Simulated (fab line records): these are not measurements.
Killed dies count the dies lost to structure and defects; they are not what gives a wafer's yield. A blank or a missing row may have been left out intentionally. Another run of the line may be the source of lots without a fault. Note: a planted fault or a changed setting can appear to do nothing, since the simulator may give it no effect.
fab line records -- flow n5Finfet
record: lots: 7, wafers: 20, lastDay: 19
route steps=1938 shown BEOL_M10@1494 PASSIVATION@1936
lots that met no fault: taken from a fault-free run of the same line
startH: hours from the record's opening day to when the first of the lot's shown wafers began -- waitH: hours from the lot's prior step to this one -- " unchanged from the row above -- L1.1+2: several wafers, shown together as one row -- - no value present, or no start provided -- * or withheld: withheld -- < > ~ a bound
route shown NAME@n: a module of which the file shows steps, and the number in the route of the first -- usual: mean/standard deviation taken from wafers without a fault -- same: alike in all rows -- chamber/n: place in a boat -- sites: per-site readings -- _std_site: how widely they spread, as a standard deviation -- _edge_site: outer sites' mean less inner sites' -- radiusMm: for every site, how far away it sits from the centre of the wafer -- mask NAME#n: copy n -- behind: the tool/chamber that last shaped the wafer -- hold: what put the lot on hold/how long, in hours/how the hold closed -- device: which transistor (n, p or np) failed to switch -- end of line: at the end of the route, the tests of the same wafers -- a step with no rows: only its recipe -- killed: count of dies lost to structure and defects at first sort (not the wafer's yield) -- map: a wafer's dies, x killed, . not, _ none there
set.NAME: the run value of the setting; set.NAME@STEP: its run value at that earlier step -- model.NAME: the simulator's own value behind a step, which no gauge read
lots seen at some steps along the route; tables by step, rows by wafer
services: a tool's chamber out of use, with start hour (startH, from the record's first day; less than 0 if before it), hours out, and reason
== steps ==
step: N5_BEOL_M10_COAT_63
recipe: resist: SOC, tempC: 250, timeS: 60, spinRpm: 1500, resistThkNm: 100
step: N5_BEOL_M10_COAT_64
recipe: resist: SiARC, tempC: 220, timeS: 60, spinRpm: 1500, resistThkNm: 30
step: N5_BEOL_M10_COAT_22
recipe: resist: CAR-ArF, spinRpm: 1500, resistThkNm: 90
step: N5_BEOL_M10_EBR_24
recipe: solvent: PGMEA, ebrWidthMm: 1.5
step: N5_BEOL_M10_SOFTBAKE_23
recipe: tempC: 110, timeS: 60, resist: CAR-ArF
step: N5_BEOL_M10_EXPOSE_25
recipe: maskId: V9, na: 1.35, sourceShape: annular, sigmaInner: 0.5, sigmaOuter: 0.8, polarization: unpolarized, doseMj: 85.5
step: N5_BEOL_M10_PEB_26
recipe: pebTempC: withheld, pebTimeS: 60, resist: CAR-ArF
step: N5_BEOL_M10_DEVELOP_27
recipe: developTimeS: 30, developer: TMAH, resist: CAR-ArF, rinseLiquid: diw, dry: airSpin, devTempC: 23
step: N5_BEOL_M10_CD_MEAS_28
recipe: targetCdNm: 70, landingEnergyEv: 500, detector: seInlens, polarity: opening
usual: cdNm: 69.5/0.96
lot.wafer,tool,chamber,startH,waitH,cdNm
L626.1,cdSem-02,0,235.77,-,70.3
L626.4,cdSem-02,0,235.77,-,70.3
L626.6,cdSem-02,0,235.77,-,70.7
L635.2,cdSem-03,0,300.45,-,70.3
L635.3,cdSem-03,0,300.45,-,71.9
L635.5,cdSem-03,0,300.45,-,70.9
L636.1,cdSem-03,0,304.14,-,69.8
L636.4,cdSem-03,0,304.14,-,70.1
L637.1,cdSem-02,0,309.52,-,71.0
L637.5,cdSem-02,0,309.52,-,70.8
L637.6,cdSem-02,0,309.52,-,69.0
L640.1,cdSem-02,0,355.72,-,70.5
L640.3,cdSem-02,0,355.72,-,70.3
L640.6,cdSem-02,0,355.72,-,70.7
L644.3,cdSem-02,0,372.13,-,69.1
L644.5,cdSem-02,0,372.13,-,69.0
L644.6,cdSem-02,0,372.13,-,68.5
L645.4,cdSem-01,0,396.62,-,70.5
L645.5,cdSem-01,0,396.62,-,70.3
L645.6,cdSem-01,0,396.62,-,70.8
step: N5_BEOL_M10_OVL_MEAS_29
recipe: pointsPerWafer: 44
usual: V9_OVL: 0.1/0.68
lot.wafer,tool,chamber,startH,waitH,V9_OVL[nm]
L626.1,overlay-02,0,235.80,0.0,0.2
L626.4,overlay-02,0,235.80,0.0,1.2
L626.6,overlay-02,0,235.80,0.0,0.6
L635.2,overlay-01,0,300.48,0.0,0.4
L635.3,overlay-01,0,300.48,0.0,0.6
L635.5,overlay-01,0,300.48,0.0,0.3
L636.1,overlay-01,0,304.17,0.0,0.5
L636.4,overlay-01,0,304.17,0.0,-0.8
L637.1,overlay-02,0,309.55,0.0,0.0
L637.5,overlay-02,0,309.55,0.0,-1.0
L637.6,overlay-02,0,309.55,0.0,0.2
L640.1,overlay-01,0,355.75,0.0,0.8
L640.3,overlay-01,0,355.75,0.0,0.5
L640.6,overlay-01,0,355.75,0.0,0.3
L644.3,overlay-02,0,372.16,0.0,-0.4
L644.5,overlay-02,0,372.16,0.0,-1.3
L644.6,overlay-02,0,372.16,0.0,-1.4
L645.4,overlay-02,0,396.66,0.0,0.8
L645.5,overlay-02,0,396.66,0.0,-0.3
L645.6,overlay-02,0,396.66,0.0,-0.3
step: N5_BEOL_M10_INSPECT_30
recipe: mode: adi, inspectInstrument: brightfield
usual: rawDefectCount: 410/100
lot.wafer,tool,chamber,startH,waitH,rawDefectCount
L626.1,defectInspect-01,-,235.82,0.0,510
L626.4,defectInspect-01,-,235.82,0.0,555
L626.6,defectInspect-01,-,235.82,0.0,463
L635.2,defectInspect-02,-,300.50,0.0,266
L635.3,defectInspect-02,-,300.50,0.0,267
L635.5,defectInspect-02,-,300.50,0.0,345
L636.1,defectInspect-01,-,304.19,0.0,427
L636.4,defectInspect-01,-,304.19,0.0,441
L637.1,defectInspect-02,-,309.57,0.0,332
L637.5,defectInspect-02,-,309.57,0.0,325
L637.6,defectInspect-02,-,309.57,0.0,384
L640.1,defectInspect-01,-,355.78,0.0,418
L640.3,defectInspect-01,-,355.78,0.0,350
L640.6,defectInspect-01,-,355.78,0.0,356
L644.3,defectInspect-02,-,372.18,0.0,444
L644.5,defectInspect-02,-,372.18,0.0,393
L644.6,defectInspect-02,-,372.18,0.0,432
L645.4,defectInspect-02,-,396.68,0.0,611
L645.5,defectInspect-02,-,396.68,0.0,710
L645.6,defectInspect-02,-,396.68,0.0,593
step: N5_BEOL_M10_DESCUM_33
recipe: chemistry: O2, timeS: 7.9, sourcePowerW: 50, biasPowerW: 20, pressureMtorr: 20, rfFrequencyHz: 2.712e+07, tempC: 40, resist: CAR-ArF, o2FlowSccm: 225
usual: drypumpMotorCurrentA: 5.72/0.25, oesProductAu: 0.83/0.058, rfVppV: 243.6/1.4, showerheadPlenumPTorr: 2.12/0.069, throttleValvePct: 20.26/0.25
lot.wafer,tool,chamber,startH,waitH,drypumpMotorCurrentA,oesProductAu,rfHoursCounterH,rfVppV,showerheadPlenumPTorr,throttleValvePct
L626.1,rieDiel-06,2,235.86,0.0,5.79,0.85,57,246.2,2.21,20.01
L626.4,rieDiel-06,0,235.86,0.0,5.59,0.85,69,244.2,2.20,20.45
L626.6,rieDiel-06,0,235.86,0.0,5.60,0.84,-,243.3,2.20,20.43
L635.2,rieDiel-06,1,301.81,1.3,5.61,0.78,120,243.3,2.02,20.29
L635.3,rieDiel-06,0,301.81,1.3,5.58,0.82,91,243.1,2.19,20.46
L635.5,rieDiel-06,1,301.81,1.3,5.61,0.79,-,242.4,2.02,20.30
L636.1,rieDiel-06,2,305.10,0.9,5.74,0.81,84,243.2,2.20,20.05
L636.4,rieDiel-06,1,305.10,0.9,5.60,0.78,121,242.8,2.02,20.28
L637.1,rieDiel-06,1,310.02,0.4,5.62,0.79,124,241.7,2.02,20.29
L637.5,rieDiel-06,0,310.02,0.4,5.61,0.81,-,244.8,2.19,20.46
L637.6,rieDiel-06,1,310.02,0.4,5.61,0.78,-,241.6,2.02,20.30
L640.1,rieDiel-05,1,355.81,0.0,5.80,0.80,84,245.2,2.10,19.90
L640.3,rieDiel-05,3,355.81,0.0,5.90,0.84,52,241.7,2.03,20.32
L640.6,rieDiel-05,3,355.81,0.0,5.88,0.84,-,244.4,2.03,20.32
L644.3,rieDiel-04,3,372.22,0.0,6.03,0.80,104,243.3,2.21,20.53
L644.5,rieDiel-04,0,372.22,0.0,5.39,0.87,-,243.3,2.05,20.11
L644.6,rieDiel-04,1,372.22,0.0,6.07,0.85,-,243.2,2.11,20.29
L645.4,rieDiel-05,1,396.86,0.2,5.80,0.80,98,243.2,2.10,19.91
L645.5,rieDiel-05,2,396.86,0.2,6.11,0.76,-,243.7,2.07,20.58
L645.6,rieDiel-05,3,396.86,0.2,5.90,0.83,-,241.8,2.03,20.33
step: N5_BEOL_M10_ETCH_65
recipe: chemistry: CF4, target: SiARC, targetDepthA: 390, maskMaterial: CAR-ArF, timeS: 65, ionEnergyEv: 80, pressureMtorr: 40, sourceW: 545, biasW: 36, Ar_flow_sccm: 100, cf4FlowSccm: 100, ends: cleared
usual: drypumpMotorCurrentA: 5.71/0.25, etchRfOnTimeS: 64.8/1.1, oesProductAu: 0.71/0.052, rfVppV: 184.3/1.3, showerheadPlenumPTorr: 2.17/0.066, throttleValvePct: 15.48/0.21
lot.wafer,tool,chamber,startH,waitH,drypumpMotorCurrentA,etchRfOnTimeS,oesProductAu,rfHoursCounterH,rfVppV,showerheadPlenumPTorr,throttleValvePct
L626.1,rieDiel-06,2,235.89,0.0,5.75,65.3,0.71,57,186.3,2.27,15.28
L626.4,rieDiel-06,0,235.89,0.0,5.55,64.3,0.71,69,185.6,2.26,15.66
L626.6,rieDiel-06,0,235.89,0.0,5.55,65.0,0.70,-,185.6,2.26,15.65
L635.2,rieDiel-06,1,301.84,0.0,5.60,44.9,0.84,120,182.1,2.08,15.50
L635.3,rieDiel-06,0,301.84,0.0,5.60,64.3,0.68,91,185.5,2.25,15.68
L635.5,rieDiel-06,1,301.84,0.0,5.62,63.8,0.68,-,182.9,2.08,15.51
L636.1,rieDiel-06,2,305.14,0.0,5.74,45.5,0.86,84,184.5,2.26,15.33
L636.4,rieDiel-06,1,305.14,0.0,5.61,63.5,0.68,121,184.8,2.08,15.47
L637.1,rieDiel-06,1,310.06,0.0,5.61,44.8,0.85,124,183.0,2.08,15.51
L637.5,rieDiel-06,0,310.06,0.0,5.59,64.7,0.67,-,185.0,2.25,15.70
L637.6,rieDiel-06,1,310.06,0.0,5.61,63.9,0.68,-,183.5,2.08,15.50
L640.1,rieDiel-05,1,355.85,0.0,5.80,67.0,0.68,84,184.9,2.16,15.26
L640.3,rieDiel-05,3,355.85,0.0,5.88,65.7,0.73,52,183.8,2.11,15.57
L640.6,rieDiel-05,3,355.85,0.0,5.88,65.8,0.73,-,183.7,2.11,15.58
L644.3,rieDiel-04,3,372.25,0.0,6.03,63.6,0.69,104,184.4,2.25,15.64
L644.5,rieDiel-04,0,372.25,0.0,5.43,64.0,0.75,-,181.9,2.11,15.27
L644.6,rieDiel-04,1,372.25,0.0,6.06,63.7,0.73,-,184.2,2.16,15.48
L645.4,rieDiel-05,1,396.89,0.0,5.79,65.9,0.69,98,186.3,2.16,15.26
L645.5,rieDiel-05,2,396.89,0.0,6.14,67.1,0.64,-,182.6,2.13,15.86
L645.6,rieDiel-05,3,396.89,0.0,5.94,66.2,0.70,-,183.5,2.10,15.60
step: N5_BEOL_M10_ETCH_66
recipe: chemistry: N2/H2, target: SOC, targetDepthA: 1200, overetchA: 240, maskMaterial: SiARC, tempC: 40, timeS: 180, ionEnergyEv: 200, pressureMtorr: 30, sourceW: 840, biasW: 150, n2FlowSccm: 200, h2FlowSccm: 200
usual: drypumpMotorCurrentA: 5.72/0.26, h2FlowSccm: 200.0/0.64, n2FlowSccm: 200.0/0.58, oesProductAu: 0.67/0.047, rfVppV: 524.9/2.4, showerheadPlenumPTorr: 2.58/0.087, throttleValvePct: 17.71/0.26
lot.wafer,tool,chamber,startH,waitH,drypumpMotorCurrentA,h2FlowSccm,n2FlowSccm,oesProductAu,rfHoursCounterH,rfVppV,showerheadPlenumPTorr,throttleValvePct
L626.1,rieDiel-06,2,235.94,0.0,5.76,200.9,199.7,0.68,57,528.3,2.68,17.33
L626.4,rieDiel-06,0,235.94,0.0,5.59,199.5,200.8,0.67,69,528.4,2.70,17.86
L626.6,rieDiel-06,0,235.94,0.0,5.57,199.2,199.8,0.67,-,528.1,2.70,17.90
L635.2,rieDiel-06,1,301.89,0.0,5.61,199.7,199.9,0.64,120,521.8,2.46,17.78
L635.3,rieDiel-06,0,301.89,0.0,5.59,199.7,199.4,0.64,91,527.9,2.69,17.94
L635.5,rieDiel-06,1,301.89,0.0,5.62,200.2,200.5,0.64,-,520.0,2.46,17.81
L636.1,rieDiel-06,2,305.19,0.0,5.75,200.2,200.6,0.67,84,526.7,2.67,17.40
L636.4,rieDiel-06,1,305.19,0.0,5.61,199.6,200.1,0.64,121,520.1,2.46,17.79
L637.1,rieDiel-06,1,310.11,0.0,5.59,201.0,199.6,0.64,124,521.1,2.46,17.81
L637.5,rieDiel-06,0,310.11,0.0,5.61,199.8,199.6,0.65,-,527.9,2.69,17.95
L637.6,rieDiel-06,1,310.11,0.0,5.60,200.8,200.7,0.64,-,521.2,2.46,17.80
L640.1,rieDiel-05,2,355.90,0.0,6.15,200.1,200.2,0.62,140,524.5,2.55,18.08
L640.3,rieDiel-05,0,355.90,0.0,5.55,198.6,199.6,0.59,173,523.4,2.53,17.59
L640.6,rieDiel-05,3,355.90,0.0,5.88,201.4,199.9,0.69,-,522.5,2.49,17.89
L644.3,rieDiel-04,3,372.30,0.0,6.03,201.1,200.1,0.64,104,526.4,2.68,17.89
L644.5,rieDiel-04,0,372.30,0.0,5.42,200.8,199.2,0.70,-,522.5,2.48,17.52
L644.6,rieDiel-04,1,372.30,0.0,6.06,200.2,199.1,0.69,-,526.5,2.58,17.73
L645.4,rieDiel-05,1,396.94,0.0,5.81,200.0,200.9,0.65,98,523.9,2.56,17.35
L645.5,rieDiel-05,2,396.94,0.0,6.14,200.8,200.1,0.62,-,523.4,2.54,18.13
L645.6,rieDiel-05,3,396.94,0.0,5.95,200.6,199.1,0.67,-,522.8,2.48,17.90
step: N5_PASSIVATION_PROBE_49
usual: defectLimitedYield: 91.1/1.4, killed_at_M0_to_M3: 36/11, killed_at_M4_up: 14/5.2, killedAtContacts: 12/6.1, killedAtFrontEnd: 40/12, killedAtOther: 3.2/2.5, killedDies: 105/16, killedOpen: 68/12, killedShort: 35/8.7, sort_bin_5_function: 5.2/0.89, sort_bin_6_memory: 3.3/0.66, sortNPass: 1074/16, sortYieldPct: 91.1/1.4
same: grossDies: 1180, killedAtBackSide: 0, sort_bin_4_leakage[%]: 0, sort_bin_8_speed[%]: 0
lot.wafer,tool,chamber,startH,waitH,defectLimitedYield[%],killed_at_M0_to_M3,killed_at_M4_up,killedAtContacts,killedAtFrontEnd,killedAtOther,killedDies,killedOpen,killedShort,sort_bin_5_function[%],sort_bin_6_memory[%],sortNPass,sortYieldPct[%]
L626.1,prober-02,-,307.91,0.0,92.2,36,25,7,19,5,92,57,32,4.5,3.2,1088,92.2
L626.4,prober-02,-,308.06,0.2,94.1,26,15,9,17,3,70,47,21,3.9,1.9,1110,94.1
L626.6,prober-02,-,308.16,0.3,91.9,41,20,9,24,2,96,59,36,4.2,3.4,1084,91.9
L635.2,prober-02,-,362.53,0.1,91.0,38,13,12,36,7,106,74,28,4.9,3.6,1074,91.0
L635.3,prober-02,-,362.58,0.1,91.4,49,6,8,34,5,102,57,44,5.1,3.1,1078,91.4
L635.5,prober-02,-,362.68,0.2,89.0,35,15,11,68,1,130,77,49,5.7,4.7,1050,89.0
L637.1,prober-02,-,370.06,0.0,89.7,50,17,20,33,2,122,85,36,5.8,4.2,1058,89.7
L637.5,prober-02,-,370.26,0.2,92.4,37,11,5,35,2,90,64,26,4.3,2.9,1090,92.4
L637.6,prober-02,-,370.31,0.3,92.8,42,13,11,18,1,85,64,16,4.2,2.7,1095,92.8
L640.1,prober-01,-,409.35,0.0,90.1,31,20,13,49,4,117,75,39,5.1,4.4,1063,90.1
L640.3,prober-01,-,409.45,0.1,89.5,36,17,3,59,9,124,77,46,6.3,3.6,1056,89.5
L640.6,prober-01,-,409.60,0.3,90.3,41,9,10,41,13,114,72,40,5.4,3.9,1066,90.3
L644.3,prober-01,-,420.86,0.1,91.5,35,12,13,37,3,100,66,30,4.3,3.9,1080,91.5
L644.5,prober-01,-,420.96,0.2,91.2,28,14,21,34,7,104,65,36,5.9,2.5,1076,91.2
L644.6,prober-01,-,421.01,0.3,90.3,54,16,15,26,4,115,60,45,5.7,3.3,1065,90.3
L645.4,prober-01,-,448.96,0.2,91.3,27,6,16,48,6,103,66,31,5.1,2.7,1077,91.3
L645.5,prober-01,-,449.01,0.2,90.8,24,12,15,55,3,109,73,34,5.3,3.6,1071,90.8
L645.6,prober-01,-,449.06,0.3,92.8,30,15,8,28,4,85,56,26,4.2,2.6,1095,92.8
killed by level:class
L626.1 BEOL_M4:geometricParticle:open=11 BEOL_M3:geometricParticle:open=7 BEOL_M0_SAQP:geometricParticle:open=6 BEOL_M2:geometricParticle:open=6 BEOL_M4:geometricParticle:short=6 MOL_CONTACT_COAG:geometricParticle:open=5 BEOL_M0_SAQP:geometricParticle:short=5 BEOL_M2:geometricParticle:short=5
L626.4 MOL_CONTACT_COAG:geometricParticle:open=8 BEOL_M4:geometricParticle:open=7 BEOL_M0_SAQP:geometricParticle:short=6 BEOL_M3:geometricParticle:open=6 BEOL_M0_SAQP:geometricParticle:open=5 DUMMY_GATE:geometricParticle:open=4 FIN_SAQP:geometricParticle:short=3 STI_FIN_REVEAL:geometricParticle:open=3
L626.6 BEOL_M0_SAQP:geometricParticle:open=10 BEOL_M4:geometricParticle:open=8 FIN_SAQP:geometricParticle:short=6 MOL_CONTACT_COAG:geometricParticle:open=6 BEOL_M2:geometricParticle:open=6 BEOL_M3:geometricParticle:open=5 BEOL_M2:geometricParticle:short=5 DUMMY_GATE:geometricParticle:open=4
L635.2 BEOL_M2:geometricParticle:open=16 BEOL_M0_SAQP:geometricParticle:open=13 FIN_SAQP:geometricParticle:open=11 MOL_CONTACT_COAG:geometricParticle:open=11 BEOL_M0_SAQP:geometricParticle:short=6 STI_FIN_REVEAL:geometricParticle:open=5 STARTING-WAFER:geometricParticle:short=5 FIN_SAQP:geometricParticle:short=4
L635.3 BEOL_M0_SAQP:geometricParticle:short=15 BEOL_M0_SAQP:geometricParticle:open=12 BEOL_M2:geometricParticle:open=11 FIN_SAQP:geometricParticle:short=7 FIN_SAQP:geometricParticle:open=6 ILD0:geometricParticle:short=5 BEOL_M3:geometricParticle:open=5 GATE_CUT:geometricParticle:short=4
L635.5 FIN_SAQP:geometricParticle:open=27 FIN_SAQP:geometricParticle:short=17 BEOL_M1:geometricParticle:open=9 MOL_CONTACT_COAG:geometricParticle:open=8 BEOL_M0_SAQP:geometricParticle:short=7 BEOL_M2:geometricParticle:open=6 ILD0:geometricParticle:short=5 BEOL_M4:geometricParticle:open=5
L637.1 BEOL_M0_SAQP:geometricParticle:short=15 MOL_CONTACT_COAG:geometricParticle:open=14 BEOL_M0_SAQP:geometricParticle:open=13 STI_FIN_REVEAL:geometricParticle:open=9 BEOL_M4:geometricParticle:open=7 FIN_SAQP:geometricParticle:open=6 MOL_CONTACT_COAG:geometricParticle:short=6 BEOL_M2:geometricParticle:open=6
L637.5 BEOL_M0_SAQP:geometricParticle:short=10 BEOL_M2:geometricParticle:open=10 BEOL_M3:geometricParticle:open=9 FIN_SAQP:geometricParticle:open=8 BEOL_M4:geometricParticle:open=7 STARTING-WAFER:geometricParticle:open=7 FIN_SAQP:geometricParticle:short=5 MOL_CONTACT_COAG:geometricParticle:open=5
L637.6 BEOL_M0_SAQP:geometricParticle:open=14 MOL_CONTACT_COAG:geometricParticle:open=11 BEOL_M2:geometricParticle:open=8 BEOL_M3:geometricParticle:open=7 BEOL_M0_SAQP:geometricParticle:short=5 FIN_SAQP:geometricParticle:open=4 STI_FIN_REVEAL:geometricParticle:open=4 BEOL_M4:geometricParticle:open=4
L640.1 FIN_SAQP:geometricParticle:open=14 MOL_CONTACT_COAG:geometricParticle:open=9 BEOL_M4:geometricParticle:open=9 BEOL_M0_SAQP:geometricParticle:short=8 STI_FIN_REVEAL:geometricParticle:open=7 FIN_SAQP:geometricParticle:short=6 BEOL_M0_SAQP:geometricParticle:open=5 BEOL_M2:geometricParticle:open=5
L640.3 BEOL_M2:geometricParticle:open=12 SPACER0:geometricParticle:open=10 BEOL_M0_SAQP:geometricParticle:short=10 SPACER0:geometricParticle:short=8 GATE_CUT:geometricParticle:short=8 STI_FIN_REVEAL:geometricParticle:open=7 GATE_CUT:geometricParticle:open=6 FIN_SAQP:geometricParticle:open=5
L640.6 STI_FIN_REVEAL:geometricParticle:open=13 BEOL_M3:geometricParticle:open=12 BEOL_M0_SAQP:geometricParticle:open=11 FIN_SAQP:geometricParticle:short=7 FIN_SAQP:geometricParticle:open=5 MOL_CONTACT_COAG:geometricParticle:short=5 MOL_CONTACT_COAG:geometricParticle:open=5 BEOL_M2:geometricParticle:open=5
L644.3 MOL_CONTACT_COAG:geometricParticle:open=11 STI_FIN_REVEAL:geometricParticle:open=8 BEOL_M2:geometricParticle:open=8 GATE_CUT:geometricParticle:short=7 BEOL_M3:geometricParticle:open=7 BEOL_M0_SAQP:geometricParticle:open=6 GATE_CUT:geometricParticle:open=5 BEOL_M4:geometricParticle:open=4
L644.5 MOL_CONTACT_COAG:geometricParticle:open=14 BEOL_M0_SAQP:geometricParticle:open=7 BEOL_M2:geometricParticle:open=7 MOL_CONTACT_COAG:geometricParticle:short=6 GATE_CUT:geometricParticle:short=5 BEOL_M1:geometricParticle:open=5 BEOL_M4:geometricParticle:open=5 FIN_SAQP:geometricParticle:open=4
L644.6 BEOL_M0_SAQP:geometricParticle:short=13 MOL_CONTACT_COAG:geometricParticle:open=12 BEOL_M0_SAQP:geometricParticle:open=10 BEOL_M2:geometricParticle:open=9 BEOL_M3:geometricParticle:short=8 BEOL_M4:geometricParticle:open=7 FIN_SAQP:geometricParticle:short=6 BEOL_M3:geometricParticle:open=6
L645.4 MOL_CONTACT_COAG:geometricParticle:open=11 FIN_SAQP:geometricParticle:open=8 DUMMY_GATE:geometricParticle:open=8 FIN_SAQP:geometricParticle:short=6 STI_FIN_REVEAL:geometricParticle:open=6 BEOL_M1:geometricParticle:open=6 BEOL_M3:geometricParticle:open=6 MOL_CONTACT_COAG:geometricParticle:short=5
L645.5 STI_FIN_REVEAL:geometricParticle:open=15 FIN_SAQP:geometricParticle:short=10 MOL_CONTACT_COAG:geometricParticle:open=9 FIN_SAQP:geometricParticle:open=8 BEOL_M0_SAQP:geometricParticle:short=8 DUMMY_GATE:geometricParticle:open=7 BEOL_M2:geometricParticle:open=6 MOL_CONTACT_COAG:geometricParticle:short=5
L645.6 BEOL_M0_SAQP:geometricParticle:open=8 FIN_SAQP:geometricParticle:open=7 MOL_CONTACT_COAG:geometricParticle:open=7 BEOL_M0_SAQP:geometricParticle:short=7 BEOL_M3:geometricParticle:open=6 FIN_SAQP:geometricParticle:short=5 DUMMY_GATE:geometricParticle:open=5 BEOL_M2:geometricParticle:open=5
== services ==
tool,chamber,startH,hours,kind
rieDiel-05,-,238.15,0.8,repair
rieDiel-04,0,238.47,-,clean
rieDiel-04,0,238.47,-,consumableReplace:focusRing
rieDiel-04,0,238.47,12.6,scheduledDown
rieDiel-04,0,238.47,12.6,ventCycle
rieDiel-04,2,272.93,-,clean
rieDiel-04,2,272.93,-,consumableReplace:focusRing
rieDiel-04,2,272.93,-,consumableReplace:showerhead
rieDiel-04,2,272.93,28.6,scheduledDown
rieDiel-04,2,272.93,28.6,ventCycle
rieDiel-04,-,292.12,28.1,pm
rieDiel-04,1,326.00,10.0,repair
rieDiel-05,0,329.85,3.2,repair
rieDiel-05,-,339.29,2.8,pm
rieDiel-04,-,341.02,0.3,repair
rieDiel-05,1,355.98,1.7,repair
rieDiel-04,-,391.12,0.2,repair
rieDiel-06,0,393.32,5.4,repair
== key ==
firstSign: step: N5_BEOL_M10_ETCH_65, reading: etchRfOnTimeS, direction: down, sigmas: 17, usual: *, struck: *
effect: step: N5_BEOL_M10_ETCH_65, reading: oesProductAu, direction: up, sigmas: 2.7, usual: 0.71, struck: 0.85
metAt N5_BEOL_M10_ETCH_65
struckWafers L635.2,L636.1,L637.1
onsetBetween 235.89 301.84
fault: kind: processParameterDrift, tool: rieDiel-06, chamber: -, onsetH: 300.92, steps: N5_BEOL_M10_ETCH_65, channel: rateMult, offset: 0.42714, shape: step, endH: 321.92, scope: struckWafersOnly
